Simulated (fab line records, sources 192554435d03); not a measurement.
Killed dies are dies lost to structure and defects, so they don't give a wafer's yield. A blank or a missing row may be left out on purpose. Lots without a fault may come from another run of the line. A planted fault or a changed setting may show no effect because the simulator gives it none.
Split-lot experiment | flow n5_finfet | 7 lots, 21 wafers read, on a route of 1938 steps

THE SPLIT
At N5_BEOL_M7_EXPOSE_25 (exposes mask V6, target cd 40 nm), the setting dose_mj was moved away from the recipe's 42.5 on 6 of the 21 wafers read, by -6.5% to +2.6%. The other wafers ran this setting at the recipe's value.

FROM THE SPLIT TO THE READING: what the file shows between them, 2 steps
- N5_BEOL_M7_PEB_26: peb time 60 s
- N5_BEOL_M7_DEVELOP_27: develop time 30 s

THE READING
cd_nm, in nm, at N5_BEOL_M7_CD_MEAS_28 (target cd 40 nm). Fault-free wafers of this fab line usually give 40.05 nm, standard deviation 0.21 nm.

wafer  | tool, chamber at the split | dose_mj as run | against the recipe | cd_nm, nm | against lot-mates on the recipe
L078.2 | euv_scanner-01, 0          | 42.5           | recipe             | 40.36     | -
L078.3 | euv_scanner-01, 0          | 42.5           | recipe             | 40.01     | -
L078.4 | euv_scanner-01, 0          | 42.5           | recipe             | 40.25     | -
L079.3 | euv_scanner-02, 0          | 42.5           | recipe             | 39.95     | -
L079.4 | euv_scanner-02, 0          | 39.74          | -6.5%              | 38.27     | -1.63
L079.6 | euv_scanner-02, 0          | 42.5           | recipe             | 39.85     | -
L085.2 | euv_scanner-01, 0          | 43.31          | +1.9%              | 40.36     | +0.53
L085.3 | euv_scanner-01, 0          | 42.5           | recipe             | 39.90     | -
L085.6 | euv_scanner-01, 0          | 42.5           | recipe             | 39.75     | -
L089.1 | euv_scanner-02, 0          | 40.74          | -4.1%              | 39.38     | no lot-mate on the recipe
L089.3 | euv_scanner-02, 0          | 40.74          | -4.1%              | 39.25     | no lot-mate on the recipe
L089.5 | euv_scanner-02, 0          | 40.74          | -4.1%              | 39.12     | no lot-mate on the recipe
L090.3 | euv_scanner-02, 0          | 42.5           | recipe             | 39.94     | -
L090.5 | euv_scanner-02, 0          | 42.5           | recipe             | 40.59     | -
L090.6 | euv_scanner-02, 0          | 42.5           | recipe             | 39.92     | -
L088.2 | euv_scanner-01, 0          | 43.6           | +2.6%              | 40.57     | +0.48
L088.3 | euv_scanner-01, 0          | 42.5           | recipe             | 39.93     | -
L088.5 | euv_scanner-01, 0          | 42.5           | recipe             | 40.25     | -
L093.2 | euv_scanner-02, 0          | 42.5           | recipe             | 40.26     | -
L093.3 | euv_scanner-02, 0          | 42.5           | recipe             | 40.33     | -
L093.5 | euv_scanner-02, 0          | 42.5           | recipe             | 39.75     | -

THE FIT
A straight line over all 21 wafers: cd_nm changes by +0.227 nm for each +1% of dose_mj; r = +0.90; the points scatter about the line by 0.24 nm.
The same after taking each lot's own level away (the mean of its wafers on the recipe; 18 wafers): +0.244 nm for each +1%; r = +0.91; scatter 0.2 nm.
On that fit, the largest move of dose_mj shifts the reading by 1.6 nm.
The lots' own levels span 39.825 to 40.207 nm, that is 1.8 times the standard deviation above.
So the lot-to-lot level changes the slope little: the two slopes agree.
Check: with one of the wafers moved furthest among these (-6.5%) left out of the fit, the line predicts -1.41 nm for it against its lot-mates. It came out at -1.63 nm against them.

OTHER SPLITS ON THESE WAFERS
These wafers also went through other splits before the reading. Each is held against what the fit with the lots' levels taken away leaves over:
other split on the same wafers | wafers away from the commonest value | r with cd_nm (lot level and that fit taken away)
N5_BEOL_M5_EXPOSE_08 dose_mj   | 5                                    | +0.07
N5_BEOL_M7_ETCH_62 source_w    | 4                                    | +0.05

THE WHOLE CHAIN: every reading that the file lists as answering this split, in the file's order
step                  | what it does                                                        | reading                                                        | change (the file's fit)               | r (the file's)
N5_BEOL_M7_CD_MEAS_28 | target cd 40 nm                                                     | cd_nm                                                          | +0.245 nm for each +1% of the setting | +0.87
N5_BEOL_M7_DESCUM_33  | chemistry O2, time 7 s                                              | BEOL_M7.cd_nm (the simulator's own value, which no gauge read) | +0.263 nm for each +1% of the setting | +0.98
N5_BEOL_M7_ETCH_72    | etches underlayer in N2/H2, target depth 6.5 nm, time 5.2 s         | BEOL_M7.cd_nm (the simulator's own value, which no gauge read) | +0.242 nm for each +1% of the setting | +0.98
N5_BEOL_M7_ETCH_65    | etches SiARC in CF4, target depth 15.6 nm, time 26 s                | BEOL_M7.cd_nm (the simulator's own value, which no gauge read) | +0.23 nm for each +1% of the setting  | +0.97
N5_BEOL_M7_ETCH_66    | etches SOC in N2/H2, target depth 80 nm, overetch 16 nm, time 120 s | BEOL_M7.cd_nm (the simulator's own value, which no gauge read) | +0.199 nm for each +1% of the setting | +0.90

THE FILE'S OWN FIT
cd_nm changes by +0.245 nm for each +1% of dose_mj, r = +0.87.
